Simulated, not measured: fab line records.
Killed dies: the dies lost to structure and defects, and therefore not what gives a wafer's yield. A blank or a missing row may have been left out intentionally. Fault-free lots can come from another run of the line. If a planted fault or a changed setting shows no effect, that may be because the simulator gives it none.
Chamber matching | flow n5_finfet | N5_BEOL_M0_SAQP_MANDREL_ETCH_20 on rie_si-02: 4 sister chambers
The step etches a-Si in HBr/Cl2, stops on SiNx, target depth 60 nm, bt time 10 s, time 30 s. 16 wafers are shown with their chamber, then 8 later ones without.

WAFERS PAIRED WITH THEIR CHAMBERS
wafer  | chamber | throttle_valve_pct (%) | drypump_motor_current_A (A) | oes_product_au (a.u.)
L078.1 | 1       | 35.87                  | 6.1                         | 0.752
L078.4 | 0       | 35.56                  | 5.9                         | 0.771
L078.5 | 3       | 35.47                  | 5.9                         | 0.771
L082.3 | 0       | 35.58                  | 5.9                         | 0.771
L082.4 | 3       | 35.48                  | 5.8                         | 0.764
L082.6 | 3       | 35.49                  | 5.9                         | 0.771
L084.2 | 3       | 35.48                  | 5.9                         | 0.763
L084.4 | 0       | 35.58                  | 5.9                         | 0.769
L084.6 | 0       | 35.58                  | 5.9                         | 0.775
L085.1 | 1       | 35.88                  | 6.0                         | 0.754
L085.2 | 3       | 35.48                  | 5.9                         | 0.763
L085.6 | 3       | 35.48                  | 5.9                         | 0.766
L089.2 | 1       | 35.88                  | 6.0                         | 0.763
L089.4 | 2       | 35.49                  | 5.6                         | 0.761
L089.6 | 2       | 35.50                  | 5.5                         | 0.757
L091.1 | 1       | 35.88                  | 6.0                         | 0.755

SIGNATURES (averages over the wafers above)
reading                 | chamber 0 | chamber 1 | chamber 2 | chamber 3 | scatter within a chamber
throttle_valve_pct      | 35.5750   | 35.8775   | 35.4950   | 35.4800   | 0.00722
drypump_motor_current_A | 5.900     | 6.025     | 5.550     | 5.883     | 0.0417
oes_product_au          | 0.77150   | 0.75600   | 0.75900   | 0.76633   | 0.00375
Rule: distance of a wafer from a chamber = root of the sum over the readings of ((wafer's reading minus chamber's mean) / reading's scatter) squared. If the next closest chamber is less than 2 further off than the closest, the wafer can't be placed; otherwise it belongs to the closest. How the scatter is found: for the shown wafers, subtract from each reading the mean of its chamber, square and add these, divide the total by (wafers less chambers), then take the root.

WAFERS MISSING THEIR CHAMBER
wafer  | throttle_valve_pct (%) | drypump_motor_current_A (A) | oes_product_au (a.u.)
L091.2 | 35.46                  | 5.9                         | 0.775
L091.4 | 35.57                  | 5.9                         | 0.775
L093.1 | 35.85                  | 6.1                         | 0.765
L093.5 | 35.85                  | 6.1                         | 0.776
L093.6 | 35.52                  | 5.5                         | 0.762
L097.2 | 35.47                  | 5.9                         | 0.768
L097.4 | 35.59                  | 5.9                         | 0.770
L097.5 | 35.45                  | 5.9                         | 0.778

CHAMBER TAKEN BY EACH
wafer  | from the rows above | in truth
L091.2 | 3                   | 3
L091.4 | 0                   | 0
L093.1 | 1                   | 1
L093.5 | 1                   | 1
L093.6 | 2                   | 2
L097.2 | 3                   | 3
L097.4 | 0                   | 0
L097.5 | 3                   | 3
Correctly placed: 8 of 8. Not placeable from these rows: 0. Number placed wrongly: 0.
